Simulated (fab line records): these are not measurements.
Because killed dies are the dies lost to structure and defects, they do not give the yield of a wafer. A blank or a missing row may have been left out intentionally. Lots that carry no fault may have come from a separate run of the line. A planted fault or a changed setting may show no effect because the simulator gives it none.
Chamber matching || flow nand_harc || rie_si-04 running NHARC_A_CHANNEL_FILL_D1_ETCHBACK_19: 4 sister chambers
The step etches the open film in HBr/Cl2, target depth 5 nm, time 1.7 s. 18 wafers are shown with their chamber, then 9 later ones without.

WAFERS WITH THEIR CHAMBER
{"wafer": "L076.2", "chamber": 2, "oes_product_au (a.u.)": 0.985, "throttle_valve_pct (%)": 26.382}
{"wafer": "L076.3", "chamber": 0, "oes_product_au (a.u.)": 0.982, "throttle_valve_pct (%)": 26.414}
{"wafer": "L076.5", "chamber": 0, "oes_product_au (a.u.)": 1.006, "throttle_valve_pct (%)": 26.415}
{"wafer": "L078.1", "chamber": 1, "oes_product_au (a.u.)": 0.994, "throttle_valve_pct (%)": 26.414}
{"wafer": "L078.5", "chamber": 1, "oes_product_au (a.u.)": 0.994, "throttle_valve_pct (%)": 26.411}
{"wafer": "L078.6", "chamber": 0, "oes_product_au (a.u.)": 0.993, "throttle_valve_pct (%)": 26.428}
{"wafer": "L079.1", "chamber": 2, "oes_product_au (a.u.)": 1.010, "throttle_valve_pct (%)": 26.403}
{"wafer": "L079.2", "chamber": 0, "oes_product_au (a.u.)": 1.001, "throttle_valve_pct (%)": 26.408}
{"wafer": "L079.3", "chamber": 3, "oes_product_au (a.u.)": 1.008, "throttle_valve_pct (%)": 26.413}
{"wafer": "L081.2", "chamber": 2, "oes_product_au (a.u.)": 0.994, "throttle_valve_pct (%)": 26.405}
{"wafer": "L081.5", "chamber": 0, "oes_product_au (a.u.)": 1.005, "throttle_valve_pct (%)": 26.420}
{"wafer": "L081.6", "chamber": 3, "oes_product_au (a.u.)": 1.011, "throttle_valve_pct (%)": 26.386}
{"wafer": "L084.2", "chamber": 3, "oes_product_au (a.u.)": 1.010, "throttle_valve_pct (%)": 26.421}
{"wafer": "L084.3", "chamber": 2, "oes_product_au (a.u.)": 0.998, "throttle_valve_pct (%)": 26.417}
{"wafer": "L084.4", "chamber": 0, "oes_product_au (a.u.)": 0.988, "throttle_valve_pct (%)": 26.393}
{"wafer": "L089.1", "chamber": 0, "oes_product_au (a.u.)": 0.985, "throttle_valve_pct (%)": 26.408}
{"wafer": "L089.5", "chamber": 2, "oes_product_au (a.u.)": 0.985, "throttle_valve_pct (%)": 26.409}
{"wafer": "L089.6", "chamber": 1, "oes_product_au (a.u.)": 0.997, "throttle_valve_pct (%)": 26.404}

SIGNATURES (averages over the wafers above)
{"reading": "oes_product_au", "chamber 0": 0.99429, "chamber 1": 0.99500, "chamber 2": 0.99440, "chamber 3": 1.00967, "scatter within a chamber": 0.00853}
{"reading": "throttle_valve_pct", "chamber 0": 26.41229, "chamber 1": 26.40967, "chamber 2": 26.40320, "chamber 3": 26.40667, "scatter within a chamber": 0.0123}
Rule: for each reading, subtract the chamber's mean from the wafer's reading, divide by that reading's scatter and square the result; add these up over the readings and take the root, which gives the wafer's distance from the chamber. If the next closest chamber is less than 2 further off than the closest, the wafer can't be placed; otherwise it belongs to the closest. The scatter: take each reading less its chamber's mean, square it, sum over the shown wafers, divide by the number of wafers less the number of chambers, and take the root.

WAFERS WITHOUT THEIR CHAMBER
{"wafer": "L092.1", "oes_product_au (a.u.)": 1.013, "throttle_valve_pct (%)": 26.387}
{"wafer": "L092.5", "oes_product_au (a.u.)": 1.012, "throttle_valve_pct (%)": 26.408}
{"wafer": "L092.6", "oes_product_au (a.u.)": 1.000, "throttle_valve_pct (%)": 26.394}
{"wafer": "L093.2", "oes_product_au (a.u.)": 1.008, "throttle_valve_pct (%)": 26.406}
{"wafer": "L093.3", "oes_product_au (a.u.)": 0.996, "throttle_valve_pct (%)": 26.417}
{"wafer": "L093.6", "oes_product_au (a.u.)": 1.002, "throttle_valve_pct (%)": 26.419}
{"wafer": "L096.1", "oes_product_au (a.u.)": 0.993, "throttle_valve_pct (%)": 26.418}
{"wafer": "L096.2", "oes_product_au (a.u.)": 0.988, "throttle_valve_pct (%)": 26.404}
{"wafer": "L096.4", "oes_product_au (a.u.)": 0.988, "throttle_valve_pct (%)": 26.416}

WHICH CHAMBER EACH WENT THROUGH
{"wafer": "L092.1", "from the rows above": "can't be placed: 3 or 2 or 1 or 0", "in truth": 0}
{"wafer": "L092.5", "from the rows above": "can't be placed: 3 or 1 or 2 or 0", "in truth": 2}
{"wafer": "L092.6", "from the rows above": "can't be placed: 2 or 1 or 3 or 0", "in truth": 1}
{"wafer": "L093.2", "from the rows above": "can't be placed: 3 or 1 or 2 or 0", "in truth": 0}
{"wafer": "L093.3", "from the rows above": "can't be placed: 0 or 1 or 2 or 3", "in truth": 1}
{"wafer": "L093.6", "from the rows above": "can't be placed: 0 or 1 or 3 or 2", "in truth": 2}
{"wafer": "L096.1", "from the rows above": "can't be placed: 0 or 1 or 2 or 3", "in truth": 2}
{"wafer": "L096.2", "from the rows above": "can't be placed: 2 or 1 or 0 or 3", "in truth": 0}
{"wafer": "L096.4", "from the rows above": "can't be placed: 0 or 1 or 2 or 3", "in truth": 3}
Correct placement for 0 of the 9. Not placeable from these rows: 9 (in 9, the candidates include the true chamber). Wrongly placed: 0.
